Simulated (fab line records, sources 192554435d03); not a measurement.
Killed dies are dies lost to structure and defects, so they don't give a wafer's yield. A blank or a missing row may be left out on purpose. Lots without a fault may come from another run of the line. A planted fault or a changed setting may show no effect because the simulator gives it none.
Which tool did it? | flow n5_finfet | 22 lots, 66 wafers sampled, at 4 steps of a route of 1938

WHAT THE GAUGES READ, wafer by wafer
N5_BEOL_M3_OVL_MEAS_29. Usual: V2_OVL -0.1 nm, standard deviation 0.55.
lot  | measured     | on         | V2_OVL (nm)    | flag
L074 | day 6 23:38  | overlay-02 | -0.3 1.1 -0.5  |
L075 | day 7 07:19  | overlay-01 | 0.0 0.0 0.3    |
L076 | day 7 20:37  | overlay-01 | -0.3 -1.1 -0.5 |
L078 | day 8 04:58  | overlay-02 | 0.5 -0.6 0.7   |
L079 | day 8 18:08  | overlay-01 | -0.7 -0.2 -1.0 |
L080 | day 8 19:11  | overlay-01 | -1.3 -0.8 0.4  |
L081 | day 8 22:58  | overlay-01 | -0.7 -0.7 0.4  |
L084 | day 9 07:32  | overlay-02 | -0.5 -0.3 0.6  |
L082 | day 9 11:40  | overlay-02 | 0.6 0.6 0.5    |
L083 | day 9 12:34  | overlay-02 | 0.7 0.6 0.7    |
L085 | day 9 22:30  | overlay-01 | -0.3 -0.1 -0.2 |
L086 | day 10 04:38 | overlay-02 | 0.5 0.0 0.4    |
L087 | day 10 11:17 | overlay-02 | -1.2 0.4 -0.2  |
L088 | day 10 19:44 | overlay-01 | 0.3 -0.9 0.4   |
L089 | day 10 23:53 | overlay-02 | 0.5 0.7 0.2    |
L091 | day 11 14:38 | overlay-02 | -0.1 -1.2 -1.1 |
L092 | day 11 20:38 | overlay-01 | -0.3 -0.3 0.0  |
L093 | day 12 00:58 | overlay-02 | 0.0 0.0 -0.3   |
L094 | day 12 05:36 | overlay-01 | -0.2 -0.7 -0.2 |
L095 | day 12 06:48 | overlay-01 | -0.1 0.1 0.1   |
L096 | day 12 20:02 | overlay-02 | -0.6 -0.3 -0.2 |
L097 | day 13 02:11 | overlay-01 | 0.5 1.1 0.0    |

WHICH TOOL RAN EACH LOT (tool, then ch and the chambers of the sampled wafers, then the start)
lot  | N5_BEOL_M2_ANNEAL_93         | N5_BEOL_M3_STRIP_66                | N5_BEOL_M3_STRIP_19
L074 | pvd_sputter-02, day 6 20:06  | rie_diel-05 ch 1,2,3, day 6 22:56  | rie_diel-05 ch 0,2,3, day 6 23:05
L075 | pvd_sputter-02, day 7 01:58  | rie_diel-05 ch 0,3, day 7 06:30    | rie_diel-03 ch 0,1, day 7 06:46
L076 | pvd_sputter-03, day 7 15:58  | rie_diel-03 ch 1,2,3, day 7 19:53  | rie_diel-04 ch 0,1, day 7 20:02
L078 | pvd_sputter-01, day 7 23:16  | rie_diel-03 ch 0,1,3, day 8 04:12  | rie_diel-03 ch 0,1, day 8 04:32
L079 | pvd_sputter-01, day 8 13:56  | rie_diel-03 ch 0,3, day 8 17:26    | rie_diel-05 ch 0,1,2, day 8 17:35
L080 | pvd_sputter-02, day 8 15:32  | rie_diel-04 ch 2,3, day 8 18:29    | rie_diel-03 ch 1,2, day 8 18:38
L081 | pvd_sputter-03, day 8 19:39  | rie_diel-05 ch 0,1,3, day 8 22:24  | rie_diel-05 ch 0,2,3, day 8 22:33
L084 | pvd_sputter-01, day 9 02:28  | rie_diel-04 ch 0,1,2, day 9 06:51  | rie_diel-05 ch 1,3, day 9 07:00
L082 | pvd_sputter-01, day 9 08:08  | rie_diel-04 ch 0,2,3, day 9 11:06  | rie_diel-05 ch 1,3, day 9 11:15
L083 | pvd_sputter-02, day 9 09:06  | rie_diel-03 ch 1,2, day 9 11:52    | rie_diel-05 ch 0,1, day 9 12:01
L085 | pvd_sputter-02, day 9 19:10  | rie_diel-03 ch 0,2,3, day 9 21:46  | rie_diel-03 ch 0,1, day 9 21:55
L086 | pvd_sputter-01, day 10 00:24 | rie_diel-05 ch 0,1,2, day 10 03:56 | rie_diel-05 ch 2,3, day 10 04:13
L087 | pvd_sputter-01, day 10 05:49 | rie_diel-04 ch 1,2, day 10 10:43   | rie_diel-03 ch 2,3, day 10 10:52
L088 | pvd_sputter-03, day 10 15:53 | rie_diel-05 ch 0,2,3, day 10 19:01 | rie_diel-05 ch 0,1,3, day 10 19:11
L089 | pvd_sputter-03, day 10 20:12 | rie_diel-03 ch 1,2,3, day 10 23:08 | rie_diel-03 ch 0,1,2, day 10 23:20
L091 | pvd_sputter-01, day 11 11:08 | rie_diel-04 ch 0,1, day 11 14:03   | rie_diel-03 ch 0,1,2, day 11 14:13
L092 | pvd_sputter-03, day 11 16:13 | rie_diel-05 ch 0,1,2, day 11 20:03 | rie_diel-05 ch 0,1,2, day 11 20:13
L093 | pvd_sputter-02, day 11 21:40 | rie_diel-03 ch 1,2, day 12 00:16   | rie_diel-04 ch 1,3, day 12 00:25
L094 | pvd_sputter-02, day 12 01:01 | rie_diel-03 ch 0,2,3, day 12 04:47 | rie_diel-05 ch 0,1,2, day 12 05:02
L095 | pvd_sputter-01, day 12 03:04 | rie_diel-03 ch 1,2,3, day 12 06:14 | rie_diel-03 ch 0,2,3, day 12 06:23
L096 | pvd_sputter-01, day 12 16:16 | rie_diel-05 ch 0,1,3, day 12 19:20 | rie_diel-03 ch 1,3, day 12 19:30
L097 | pvd_sputter-03, day 12 21:26 | rie_diel-03 ch 2,3, day 13 01:35   | rie_diel-05 ch 0,1,3, day 13 01:46
- N5_BEOL_M2_ANNEAL_93: time 240 s.
- N5_BEOL_M3_STRIP_66: strips in CF4.
- N5_BEOL_M3_STRIP_19: strips in O2.

WHAT THE TOOLS THEMSELVES READ (means of the sampled wafers that have a number; where no wafer has one, the mark that the record gives instead)
N5_BEOL_M2_ANNEAL_93. Usual: heater_power_w 763 W, standard deviation 89.
lot  | tool           | heater_power_w (W) | flag
L074 | pvd_sputter-02 | 790                |
L075 | pvd_sputter-02 | 805                |
L076 | pvd_sputter-03 | 695                |
L078 | pvd_sputter-01 | 773                |
L079 | pvd_sputter-01 | 650                |
L080 | pvd_sputter-02 | 809                |
L081 | pvd_sputter-03 | 743                |
L084 | pvd_sputter-01 | 730                |
L082 | pvd_sputter-01 | 674                |
L083 | pvd_sputter-02 | 820                |
L085 | pvd_sputter-02 | 807                |
L086 | pvd_sputter-01 | 787                |
L087 | pvd_sputter-01 | 627                |
L088 | pvd_sputter-03 | 757                |
L089 | pvd_sputter-03 | 755                |
L091 | pvd_sputter-01 | 694                |
L092 | pvd_sputter-03 | 712                |
L093 | pvd_sputter-02 | 780                |
L094 | pvd_sputter-02 | 788                |
L095 | pvd_sputter-01 | 778                |
L096 | pvd_sputter-01 | 785                |
L097 | pvd_sputter-03 | 712                |

N5_BEOL_M3_STRIP_66. Usual: bias_power_w 74.97 W, standard deviation 0.22; drypump_motor_current_A 5.7 A, standard deviation 0.46; oes_product_au 0.79 a.u., standard deviation 0.068; rf_vpp_V 271.4 V, standard deviation 1.5; showerhead_plenum_p_Torr 1.81 Torr, standard deviation 0.065; throttle_valve_pct 13.58 %, standard deviation 0.15.
lot  | tool        | bias_power_w (W) | drypump_motor_current_A (A) | oes_product_au (a.u.) | rf_vpp_V (V) | showerhead_plenum_p_Torr (Torr) | throttle_valve_pct (%) | flag
L074 | rie_diel-05 | 74.89            | 5.4                         | 0.82                  | 273.6        | 1.86                            | 13.42                  |
L075 | rie_diel-05 | 75.11            | 6.0                         | 0.81                  | 270.3        | 1.76                            | 13.63                  |
L076 | rie_diel-03 | 74.92            | 6.1                         | 0.83                  | 271.8        | 1.82                            | 13.51                  |
L078 | rie_diel-03 | 75.37            | 5.8                         | 0.81                  | 271.0        | 1.80                            | 13.62                  |
L079 | rie_diel-03 | 74.89            | 5.9                         | 0.86                  | 272.9        | 1.87                            | 13.62                  |
L080 | rie_diel-04 | 74.86            | 5.2                         | 0.73                  | 272.0        | 1.82                            | 13.52                  |
L081 | rie_diel-05 | 74.85            | 5.6                         | 0.80                  | 271.1        | 1.80                            | 13.54                  |
L084 | rie_diel-04 | 75.06            | 5.5                         | 0.76                  | 271.6        | 1.80                            | 13.62                  |
L082 | rie_diel-04 | 75.22            | 5.7                         | 0.73                  | 270.4        | 1.79                            | 13.57                  |
L083 | rie_diel-03 | 74.91            | 6.1                         | 0.75                  | 270.1        | 1.75                            | 13.56                  |
L085 | rie_diel-03 | 75.12            | 5.9                         | 0.82                  | 271.8        | 1.84                            | 13.60                  |
L086 | rie_diel-05 | 74.83            | 5.7                         | 0.84                  | 271.9        | 1.84                            | 13.50                  |
L087 | rie_diel-04 | 74.99            | 5.2                         | 0.78                  | 271.0        | 1.79                            | 13.70                  |
L088 | rie_diel-05 | 74.79            | 5.7                         | 0.78                  | 271.2        | 1.80                            | 13.60                  |
L089 | rie_diel-03 | 74.90            | 6.1                         | 0.81                  | 271.0        | 1.81                            | 13.56                  |
L091 | rie_diel-04 | 75.22            | 5.7                         | 0.78                  | 270.4        | 1.76                            | 13.75                  |
L092 | rie_diel-05 | 74.92            | 5.7                         | 0.82                  | 271.8        | 1.83                            | 13.52                  |
L093 | rie_diel-03 | 74.93            | 6.1                         | 0.77                  | 270.4        | 1.78                            | 13.53                  |
L094 | rie_diel-03 | 75.00            | 5.9                         | 0.80                  | 272.2        | 1.84                            | 13.64                  |
L095 | rie_diel-03 | 75.03            | 6.0                         | 0.80                  | 271.2        | 1.81                            | 13.58                  |
L096 | rie_diel-05 | 75.13            | 5.6                         | 0.86                  | 271.1        | 1.80                            | 13.41                  |
L097 | rie_diel-03 | 74.91            | 6.1                         | 0.82                  | 271.1        | 1.85                            | 13.52                  |

N5_BEOL_M3_STRIP_19. Usual: drypump_motor_current_A 5.7 A, standard deviation 0.44; oes_product_au 0.81 a.u., standard deviation 0.071; rf_vpp_V 3.7 V, standard deviation 0.46; showerhead_plenum_p_Torr 2.12 Torr, standard deviation 0.083; throttle_valve_pct 16.65 %, standard deviation 0.16.
lot  | tool        | drypump_motor_current_A (A) | oes_product_au (a.u.) | rf_vpp_V (V) | showerhead_plenum_p_Torr (Torr) | throttle_valve_pct (%) | flag
L074 | rie_diel-05 | 5.7                         | 0.83                  | 3.6          | 2.11                            | 16.66                  |
L075 | rie_diel-03 | 5.8                         | 0.74                  | 3.9          | 2.03                            | 16.73                  |
L076 | rie_diel-04 | 5.7                         | 0.82                  | 3.7          | 2.06                            | 16.80                  |
L078 | rie_diel-03 | 5.8                         | 0.75                  | 4.0          | 2.03                            | 16.75                  |
L079 | rie_diel-05 | 5.7                         | 0.87                  | 3.6          | 2.16                            | 16.61                  |
L080 | rie_diel-03 | 6.1                         | 0.80                  | 4.1          | 2.08                            | 16.52                  |
L081 | rie_diel-05 | 5.7                         | 0.80                  | 3.5          | 2.11                            | 16.69                  |
L084 | rie_diel-05 | 5.3                         | 0.80                  | 3.4          | 2.17                            | 16.49                  |
L082 | rie_diel-05 | 5.3                         | 0.76                  | 3.3          | 2.12                            | 16.56                  |
L083 | rie_diel-05 | 6.0                         | 0.86                  | 3.9          | 2.11                            | 16.71                  |
L085 | rie_diel-03 | 5.8                         | 0.73                  | 3.6          | 2.03                            | 16.76                  |
L086 | rie_diel-05 | 5.3                         | 0.74                  | 3.8          | 2.11                            | 16.63                  |
L087 | rie_diel-03 | 6.1                         | 0.85                  | 3.6          | 2.15                            | 16.53                  |
L088 | rie_diel-05 | 5.6                         | 0.79                  | 3.6          | 2.10                            | 16.66                  |
L089 | rie_diel-03 | 5.9                         | 0.75                  | 3.9          | 2.06                            | 16.69                  |
L091 | rie_diel-03 | 5.8                         | 0.76                  | 3.5          | 2.06                            | 16.69                  |
L092 | rie_diel-05 | 5.7                         | 0.84                  | 4.1          | 2.15                            | 16.65                  |
L093 | rie_diel-04 | 5.8                         | 0.76                  | 3.6          | 2.00                            | 16.77                  |
L094 | rie_diel-05 | 5.7                         | 0.83                  | 4.1          | 2.15                            | 16.67                  |
L095 | rie_diel-03 | 5.9                         | 0.81                  | 3.9          | 2.14                            | 16.69                  |
L096 | rie_diel-03 | 6.0                         | 0.77                  | 3.7          | 2.07                            | 16.76                  |
L097 | rie_diel-05 | 5.6                         | 0.87                  | 3.4          | 2.10                            | 16.53                  |

THE ANSWER, worked out from the rows above alone
Rule: a lot is off if the mean of its wafers that have a number lies more than 3 standard deviations from the usual mean. A lot without any number at a reading at which 4 lots or more have one is off too. The other lots that the step has rows for count as sound. The gauges are gone through in route order, then the tools' own readings, and for those a lot's mean is taken as printed above. The first step at which some lot is off is used, and at that step the reading that is off furthest; a lot without a number counts as furthest.
No lot is off at any reading shown: from this, nothing can be told.

WHAT THE SIMULATOR HAD PUT IN
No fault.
